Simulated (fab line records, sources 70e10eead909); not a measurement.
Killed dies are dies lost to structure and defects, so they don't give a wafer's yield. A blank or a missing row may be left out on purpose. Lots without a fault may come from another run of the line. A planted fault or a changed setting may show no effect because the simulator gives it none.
Problem report in the 8D (eight disciplines) form, filled by code | flow nand_harc | the parts of the form that need people (team, actions taken, sign-off) are left out

1. THE PROBLEM
cd_nm at NHARC_A_CHANNEL_HOLE_D2_CD_MEAS_31 reads a mean of 0.3 nm on 9 wafers of 3 lots; wafers without a fault read 89.7 nm with a standard deviation of 1.5. That is -60 standard deviations from the usual mean.
First seen on wafer L843.1, day 17 01:47, on cd_sem-01. The record holds 45 wafers of 15 lots with a number at this step. Rule for "out", or "out of limits": more than 4 standard deviations from the usual mean. The other wafers with a number count as sound.

2. WHAT IT IS AND WHAT IT IS NOT
question                    | is                     | is not
which readings at this step | cd_nm                  | -
which lots                  | L843, L844, L846       | L840, L845, L848, L849, L850, L852, L853, L854, L855, L856, L857, L858
which wafers of those lots  | all that have a number | -
read on which gauges        | cd_sem-01, cd_sem-02   | cd_sem-03
when                        | from day 17 01:47      | up to then (3 sound wafers); but 33 sound wafers of L845, L848, L849, L850, L852, L853, L854, L855, L856, L857, L858 came after

3. SUSPECTS, AND WHAT RULES EACH OUT
Counting: a tool at a process step up to the reading stays a suspect if it ran every lot that is out and no sound lot after the first of them.
- the gauge at NHARC_A_CHANNEL_HOLE_D2_CD_MEAS_31: ruled out. The wafers that are out were read on 2 gauges (cd_sem-01, cd_sem-02).
- har_etch-01 at NHARC_A_CHANNEL_HOLE_D2_ETCH_25 (etches the open film in C4F8/O2/Ar, time 1040.2 s, target depth 1500 nm): ruled out as a lasting fault. Sound lots L849, L853, L855, L858 ran on it after its first lot that is out, L843 (day 16 23:07).
Left after counting: nothing in the record.

4. THE CAUSE (what the simulator had put in)
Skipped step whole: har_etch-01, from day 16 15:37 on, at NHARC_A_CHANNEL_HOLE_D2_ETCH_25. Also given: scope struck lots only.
Counting ruled it out, wrongly: the rule takes a fault to strike every lot that its tool runs from its start on, and this one did not.

5. THE CHAIN OF EFFECTS, in route order
Each row: a reading whose mean over the struck wafers that have a number lies more than 3 standard deviations from the usual. Only readings for which the record gives a usual standard deviation are gone through. hours: the time from each lot's start at the first step in this table that gives one to its start at this step, as a median over the lots. sigmas: the change in usual standard deviations.
hours | step                               | reading   | usual   | on struck wafers | change | sigmas
0     | NHARC_A_CHANNEL_HOLE_D2_CD_MEAS_31 | cd_nm     | 89.7 nm | 0.3              | -89.4  | -60
0     | NHARC_A_CHANNEL_HOLE_D2_XSEM_32    | bot_cd_nm | 74.4 nm | 0.5              | -73.9  | -46
0     | NHARC_A_CHANNEL_HOLE_D2_XSEM_32    | bow_nm    | 8.65 nm | 0.69             | -7.96  | -29
The process steps in it:
- NHARC_A_CHANNEL_HOLE_D2_XSEM_32
Readings that are blank on the struck wafers while sound wafers have them: c4f8_flow_sccm at NHARC_A_CHANNEL_HOLE_D2_ETCH_25; chamber_pressure_mTorr at NHARC_A_CHANNEL_HOLE_D2_ETCH_25; drypump_motor_current_A at NHARC_A_CHANNEL_HOLE_D2_ETCH_25; he_backside_leak_sccm at NHARC_A_CHANNEL_HOLE_D2_ETCH_25; showerhead_plenum_p_Torr at NHARC_A_CHANNEL_HOLE_D2_ETCH_25; throttle_valve_pct at NHARC_A_CHANNEL_HOLE_D2_ETCH_25.

6. WHAT WOULD HAVE CAUGHT IT SOONER
In this record the first reading out of limits at a measuring or inspecting step was taken at day 17 01:47, 10 hours after the fault began at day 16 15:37.
At NHARC_A_CHANNEL_HOLE_D2_ETCH_25 the tool's readings are blank on the struck wafers, where sound wafers have them: an empty tool record is the first sign, and it was there at once.
